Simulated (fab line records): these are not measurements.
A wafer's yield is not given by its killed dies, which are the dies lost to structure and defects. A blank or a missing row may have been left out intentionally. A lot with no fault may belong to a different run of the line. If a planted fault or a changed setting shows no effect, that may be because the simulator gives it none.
Which of the tools did it? -- flow nand_harc -- 24 lots with 72 wafers sampled at 5 steps, on a route of 1302 steps

## WHAT THE GAUGES READ, wafer by wafer
NHARC_A_CONTACT_CD_MEAS_80.
lot,measured,on,cd_nm (nm)
L074,day 21 03:02,cd_sem-03,291.2 291.1 290.9
L075,day 21 11:46,cd_sem-03,290.1 288.7 289.3
L076,day 22 04:02,cd_sem-01,289.4 290.4 290.3
L078,day 22 05:13,cd_sem-01,288.6 288.5 288.1
L079,day 23 10:52,cd_sem-01,290.2 290.2 289.6
L077,day 23 09:44,cd_sem-03,289.9 290.9 290.9
L080,day 23 14:13,cd_sem-02,289.9 289.8 289.9
L081,day 24 13:35,cd_sem-01,289.2 290.0 289.5
L082,day 24 20:31,cd_sem-02,289.5 289.6 290.1
L083,day 25 06:26,cd_sem-01,288.2 289.4 288.4
L084,day 25 10:10,cd_sem-03,288.3 288.3 287.8
L085,day 25 14:39,cd_sem-03,288.3 288.2 289.1
L086,day 26 04:59,cd_sem-01,290.7 289.6 289.9
L087,day 26 09:53,cd_sem-03,290.2 290.0 290.8
L088,day 26 16:59,cd_sem-02,289.9 289.4 290.1
L089,day 26 19:11,cd_sem-03,290.3 289.8 290.2
L090,day 27 02:04,cd_sem-03,286.9 286.5 286.4
L092,day 28 08:56,cd_sem-02,288.8 289.1 289.8
L091,day 28 11:07,cd_sem-02,289.9 290.3 289.7
L094,day 29 12:24,cd_sem-03,290.6 290.7 290.6
L093,day 29 12:54,cd_sem-01,290.2 289.7 290.8
L096,day 30 02:18,cd_sem-02,290.0 290.2 290.2
L095,day 30 05:27,cd_sem-02,288.3 288.8 289.0
L097,day 30 13:45,cd_sem-03,290.0 290.2 289.7

NHARC_A_CONTACT_OVL_MEAS_09.
lot,measured,on,overlay_x_nm (nm),overlay_y_nm (nm)
L074,day 21 09:31,overlay-01,-1.1 -0.8 -0.9,-0.9 -0.8 -0.4
L075,day 21 16:32,overlay-02,1.6 1.6 1.4,0.7 1.2 1.0
L076,day 22 08:23,overlay-01,0.7 1.0 0.4,0.5 1.2 1.7
L078,day 22 09:15,overlay-01,0.6 0.0 0.0,-0.2 0.0 0.0
L079,day 23 18:30,overlay-01,-0.1 -0.5 -0.1,-0.9 -1.0 -1.0
L077,day 23 13:32,overlay-02,0.3 -0.1 0.3,0.0 0.0 -0.1
L080,day 23 18:05,overlay-02,0.0 0.2 0.2,0.6 0.1 0.2
L081,day 24 19:51,overlay-02,-1.7 -0.8 -1.3,-0.2 0.4 0.2
L082,day 25 01:34,overlay-01,-0.2 0.2 0.1,0.1 1.1 0.7
L083,day 25 12:06,overlay-02,0.6 0.9 0.9,0.4 0.8 0.1
L084,day 25 16:33,overlay-01,0.8 0.6 0.8,0.1 -0.1 0.0
L085,day 25 20:05,overlay-02,0.1 0.2 0.5,0.4 0.8 0.6
L086,day 26 12:07,overlay-02,0.6 1.1 1.4,-1.0 -1.2 -0.4
L087,day 26 14:20,overlay-02,0.5 -0.3 1.1,1.5 1.5 1.5
L088,day 26 20:29,overlay-02,0.5 0.0 -0.3,1.3 0.8 1.1
L089,day 26 22:41,overlay-01,-0.2 0.1 0.1,0.7 0.3 1.4
L090,day 27 05:35,overlay-02,2.9 2.7 3.1,-1.1 -1.4 -1.1
L092,day 28 13:20,overlay-02,1.6 1.7 2.1,1.0 0.8 1.2
L091,day 28 15:37,overlay-01,0.5 0.5 0.3,-0.5 0.5 -1.0
L094,day 29 18:21,overlay-01,-1.3 -0.9 -0.7,1.2 1.2 1.9
L093,day 29 19:58,overlay-01,0.0 -0.4 -0.1,0.6 0.6 0.9
L096,day 30 07:24,overlay-02,0.1 -0.1 0.2,-0.9 -0.8 -0.6
L095,day 30 11:14,overlay-01,-0.4 0.0 -0.6,-0.6 -0.7 -1.0
L097,day 30 17:30,overlay-01,1.1 0.5 0.9,-0.7 -1.1 -0.6

## EACH LOT AND THE TOOL THAT RAN IT (in order: tool; ch and the chambers of the sampled wafers; start)
lot,NHARC_A_CONTACT_ETCH_96,NHARC_A_CONTACT_DEP_58,NHARC_A_CONTACT_ETCH_124
L074,"rie_diel-01 ch 1,2,3, day 20 21:14 or earlier","pecvd-04 ch 1,2, day 20 21:14","har_cap_etch-02 ch 0,1, day 21 00:26"
L075,"rie_diel-01 ch 0,3, day 21 06:01 or earlier","pecvd-01 ch 0,1,2, day 21 06:01","har_cap_etch-03 ch 0,1, day 21 08:33"
L076,"rie_diel-02 ch 0,2, day 21 22:57 or earlier","pecvd-03 ch 0,2, day 21 22:57","har_cap_etch-01 ch 0,1, day 22 01:26"
L078,"rie_diel-02 ch 0,1,3, day 21 23:36 or earlier","pecvd-03 ch 0,2, day 21 23:36","har_cap_etch-03 ch 0,1, day 22 01:56"
L079,"rie_diel-02 ch 0,1, day 23 05:52 or earlier","pecvd-04 ch 0,1, day 23 05:52","har_cap_etch-02 ch 0,1, day 23 08:13"
L077,"rie_diel-02 ch 1,2, day 23 03:50 or earlier","pecvd-04 ch 1,2, day 23 03:50","har_cap_etch-03 ch 0,1, day 23 06:29"
L080,"rie_diel-02 ch 0,1, day 23 09:07 or earlier","pecvd-04 ch 0,2, day 23 09:07","har_cap_etch-01 ch 1, day 23 11:26"
L081,"rie_diel-07 ch 0,2, day 24 08:33 or earlier","pecvd-04 ch 1,2, day 24 08:33","har_cap_etch-01 ch 0,1, day 24 11:00"
L082,"rie_diel-02 ch 0,1,3, day 24 15:25 or earlier","pecvd-04 ch 0,1,2, day 24 15:25","har_cap_etch-02 ch 0,1, day 24 17:55"
L083,"rie_diel-07 ch 0,2, day 25 01:16 or earlier","pecvd-03 ch 0,1,2, day 25 01:16","har_cap_etch-03 ch 0,1, day 25 03:43"
L084,"rie_diel-02 ch 1,2,3, day 25 05:10 or earlier","pecvd-03 ch 0,1,2, day 25 05:10","har_cap_etch-01 ch 0,1, day 25 07:31"
L085,"rie_diel-02 ch 0,1,3, day 25 09:36 or earlier","pecvd-03 ch 1,2, day 25 09:36","har_cap_etch-02 ch 0,1, day 25 12:02"
L086,"rie_diel-07 ch 1,2, day 25 23:45 or earlier","pecvd-03 ch 0,1, day 25 23:45","har_cap_etch-03 ch 0,1, day 26 02:24"
L087,"rie_diel-07 ch 1,2,3, day 25 21:28","pecvd-01 ch 0,1,2, day 26 04:49","har_cap_etch-02 ch 0,1, day 26 07:17"
L088,"rie_diel-01 ch 1,2,3, day 26 11:52 or earlier","pecvd-01 ch 1,2, day 26 11:52","har_cap_etch-02 ch 0,1, day 26 14:17"
L089,"rie_diel-02 ch 0,1,3, day 26 13:43 or earlier","pecvd-03 ch 1,2, day 26 13:43","har_cap_etch-03 ch 0,1, day 26 16:37"
L090,"rie_diel-02 ch 1,3, day 26 20:58 or earlier","pecvd-01 ch 0,1, day 26 20:58","har_cap_etch-01 ch 0,1, day 26 23:31"
L092,"rie_diel-02 ch 2,3, day 27 23:07","pecvd-04 ch 1,2, day 28 03:31","har_cap_etch-02 ch 0,1, day 28 06:20"
L091,"rie_diel-01 ch 1,2,3, day 28 06:08 or earlier","pecvd-04 ch 1,2, day 28 06:08","har_cap_etch-03 ch 0,1, day 28 08:28"
L094,"rie_diel-02 ch 1,2,3, day 29 07:26 or earlier","pecvd-01 ch 0,1,2, day 29 07:26","har_cap_etch-02 ch 0,1, day 29 09:51"
L093,"rie_diel-01 ch 1,2,3, day 29 07:40 or earlier","pecvd-03 ch 0,1,2, day 29 07:40","har_cap_etch-03 ch 0,1, day 29 10:08"
L096,"rie_diel-02 ch 0,2,3, day 29 21:08 or earlier","pecvd-03 ch 0,2, day 29 21:08","har_cap_etch-02 ch 0,1, day 29 23:35"
L095,"rie_diel-07 ch 0,1,2, day 30 00:24 or earlier","pecvd-03 ch 0,1,2, day 30 00:24","har_cap_etch-01 ch 0,1, day 30 02:50"
L097,"rie_diel-02 ch 0,2,3, day 30 08:41 or earlier","pecvd-03 ch 0,1,2, day 30 08:41","har_cap_etch-03 ch 0,1, day 30 11:08"
- NHARC_A_CONTACT_ETCH_96: etches the open film in C4F6/O2, target depth 20 nm, time 10 s.
- NHARC_A_CONTACT_DEP_58: deposits SiON, target thk 90 nm.
- NHARC_A_CONTACT_ETCH_124: etches the open film in C4F8/O2/Ar, time 140 s, target depth 700 nm.

## WHAT THE TOOLS THEMSELVES READ (means of the sampled wafers that have a number; where no wafer has one, the mark that the record gives instead)
NHARC_A_CONTACT_ETCH_96.
lot,tool,drypump_motor_current_A (A),oes_product_au (a.u.),rf_vpp_V (V),showerhead_plenum_p_Torr (Torr),throttle_valve_pct (%)
L074,rie_diel-01,5.8,0.955,547,3.93,26.908
L075,rie_diel-01,5.4,0.947,547,3.97,26.900
L076,rie_diel-02,5.5,0.941,543,3.73,26.909
L078,rie_diel-02,5.9,0.998,544,3.76,26.900
L079,rie_diel-02,5.9,0.967,543,3.70,26.896
L077,rie_diel-02,5.7,0.997,544,3.78,26.911
L080,rie_diel-02,5.8,0.989,543,3.70,26.904
L081,rie_diel-07,5.7,0.954,549,4.01,26.901
L082,rie_diel-02,5.9,0.966,543,3.75,26.913
L083,rie_diel-07,5.7,0.934,549,4.01,26.906
L084,rie_diel-02,5.8,0.997,545,3.79,26.911
L085,rie_diel-02,5.9,0.959,543,3.75,26.899
L086,rie_diel-07,5.8,0.933,551,4.11,26.905
L087,rie_diel-07,5.5,0.948,548,3.97,26.902
L088,rie_diel-01,5.7,1.009,551,4.10,26.904
L089,rie_diel-02,5.9,0.976,544,3.75,26.905
L090,rie_diel-02,6.0,0.969,544,3.80,26.895
L092,rie_diel-02,5.7,0.999,543,3.78,26.909
L091,rie_diel-01,5.8,0.950,550,4.09,26.907
L094,rie_diel-02,5.8,0.946,544,3.78,26.902
L093,rie_diel-01,5.8,0.953,551,4.09,26.905
L096,rie_diel-02,5.6,0.934,543,3.73,26.915
L095,rie_diel-07,5.5,0.995,549,4.04,26.899
L097,rie_diel-02,5.7,0.998,543,3.73,26.902

NHARC_A_CONTACT_DEP_58.
lot,tool,heater_power_w (W)
L074,pecvd-04,639
L075,pecvd-01,730
L076,pecvd-03,698
L078,pecvd-03,742
L079,pecvd-04,645
L077,pecvd-04,621
L080,pecvd-04,753
L081,pecvd-04,639
L082,pecvd-04,670
L083,pecvd-03,746
L084,pecvd-03,740
L085,pecvd-03,733
L086,pecvd-03,749
L087,pecvd-01,752
L088,pecvd-01,736
L089,pecvd-03,737
L090,pecvd-01,733
L092,pecvd-04,658
L091,pecvd-04,678
L094,pecvd-01,734
L093,pecvd-03,732
L096,pecvd-03,758
L095,pecvd-03,766
L097,pecvd-03,725

## THE ANSWER, worked out from the rows above alone
Rule: usual is defined by the lots themselves. Put in order of their means at a reading, lots are off if they are a third of the lots or fewer, leave a main group of 4 or more, and stand apart from it by a gap of 3 or more times the standard deviation of the main group's means; of several such gaps the widest counts. A main group is skipped when, at the precision printed for the reading in the tables above, its means are all equal. A lot without any number at a reading at which 4 lots or more have one is off too. Any other lot the step has rows for is counted as sound. Order of review: gauges by route order, followed by the tools' own readings, for which a lot's mean as printed above is used. At the first step where some lot is off, the reading lying furthest off is the one used; lots without a number count as furthest.
Across all readings shown, no lot is off: no conclusion can be drawn from this.

## WHAT THE SIMULATOR PUT IN
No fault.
